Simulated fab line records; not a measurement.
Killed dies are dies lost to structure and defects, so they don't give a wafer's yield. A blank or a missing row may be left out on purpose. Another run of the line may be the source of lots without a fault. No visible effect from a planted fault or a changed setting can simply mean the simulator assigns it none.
A struck lot beside a sound one -- flow nandHarc -- 13 out of 1159 route steps
Sound: these wafers, L363.2, L363.4, L363.5. Struck: wafer L374.1. (L374.2, L374.5 of the same lot were not struck and are left out.) The cause comes at the end.
Per side, at each step with rows, come the tool, then ch with its chambers, and then its first start. Under that, the readings that differ: sound wafers -- struck wafers -- difference of the means -- sigmas: that difference in standard deviations of wafers without a fault.
alike: readings with means less than 2 such deviations apart, plus words and numbers identical on both sides. not compared: withheld readings, readings lacking a value on some wafer, bounds such as >300 that could conceal the same value, and numbers that have no deviation in the record and whose values overlap.
Wherever a step has rows on one side only, a row that says differs or no value, or a row with sigmas, the two part there. Numbers that have no deviation but don't overlap get no sigmas and don't part them. A reading that every wafer of one side lacks parts them only if that side has two wafers or more.

first, 1 step without rows for these wafers: NHARC_A_SLIT_SRD_20.
NHARC_A_SLIT_CD_MEAS_21:
  sound on cdSem-03 at day 14 14:35; struck on cdSem-01 at day 17 14:44
  alike: cdNm
then, 3 steps without rows for these wafers: NHARC_A_SIN_REMOVE_WET_00 (chemistry H3PO4, time 15300 s); NHARC_A_SIN_REMOVE_PRECLEAN_01 (cleans in SC1); NHARC_A_SIN_REMOVE_SRD_02.
NHARC_A_SIN_REMOVE_INSPECT_04:
  sound on defectInspect-01 at day 14 20:34; struck on defectInspect-01 at day 17 21:52
  alike: rawDefectCount
NHARC_A_WL_FILL_ALD_00: deposits Al2O3, target thk 3 nm, pulse time 3 s, ald cycles 30.
  sound on aldHk-02 ch 1,3, day 14 23:23; struck on aldHk-04 ch 0, day 18 00:13
  alike: heaterPowerW, precursorPulseHeightRel
NHARC_A_WL_FILL_RTA_01: time 5 s.
  sound on rtpAnneal-01 ch 0, day 14 23:44; struck on rtpAnneal-02 ch 0, day 18 00:29
reading,sound,struck,difference,sigmas
lampPowerPct (%),32.5 32.4 32.4,26.4,-6.0,-2
lamp_zone_5_pct (%),32.4 32.4 32.5,26.4,-6.0,-2
  alike: annealTempCMax, wafer_temp_C_max
NHARC_A_WL_FILL_ALD_02: deposits TiN, target thk 2 nm, pulse time 3 s, ald cycles 100.
  sound on aldMetal-01 ch 1,2,3, day 14 23:55; struck on aldMetal-03 ch 3, day 18 00:41
  alike: heaterPowerW, precursorPulseHeightRel
NHARC_A_WL_FILL_CVD_03: deposits W, target thk 40 nm, time 3302 s.
  sound on cvdW-01 ch 0,1, day 15 00:26; struck on cvdW-02 ch 0, day 18 04:17
  alike: heaterPowerW, mfcArSccm, throttleValvePct
NHARC_A_WL_FILL_ETCHBACK_04: etches the open film in NF3, target depth 60 nm, time 120 s.
  sound on rieMetal-03 ch 0,1, day 15 03:46; struck on rieMetal-03 ch 0, day 18 07:37
reading,sound,struck,difference,sigmas
runLengthS (s),141.0 141.0 141.2,91.3,-49.8,-99 or more
  alike: drypumpMotorCurrentA, oesProductAu
  not compared: rfHoursCounterH
NHARC_A_WL_FILL_ETCHBACK_05: etches the open film in Cl2/BCl3, target depth 22 nm, time 60 s.
  sound on rieMetal-03 ch 0,1, day 15 03:59; struck on rieMetal-03 ch 1, day 18 07:52
reading,sound,struck,difference,sigmas
oesProductAu (a.u.),1.005 1.009 0.995,0.981,-0.022,-2
  alike: drypumpMotorCurrentA, runLengthS
  not compared: rfHoursCounterH
-- record jumps: 7 days between struck wafers' starts before vs after; left off in module A_WL_FILL, resumes in module END, first step shown is number 1159 of the route --
NHARC_END_SORT_01:
  the record has rows for the struck wafers here (prober-02 ch 0, day 25 03:01) and none for the sound ones

WHERE THEY PART
First at NHARC_A_WL_FILL_RTA_01; last, within this record, at NHARC_END_SORT_01.

WHY: the cause the simulator had injected
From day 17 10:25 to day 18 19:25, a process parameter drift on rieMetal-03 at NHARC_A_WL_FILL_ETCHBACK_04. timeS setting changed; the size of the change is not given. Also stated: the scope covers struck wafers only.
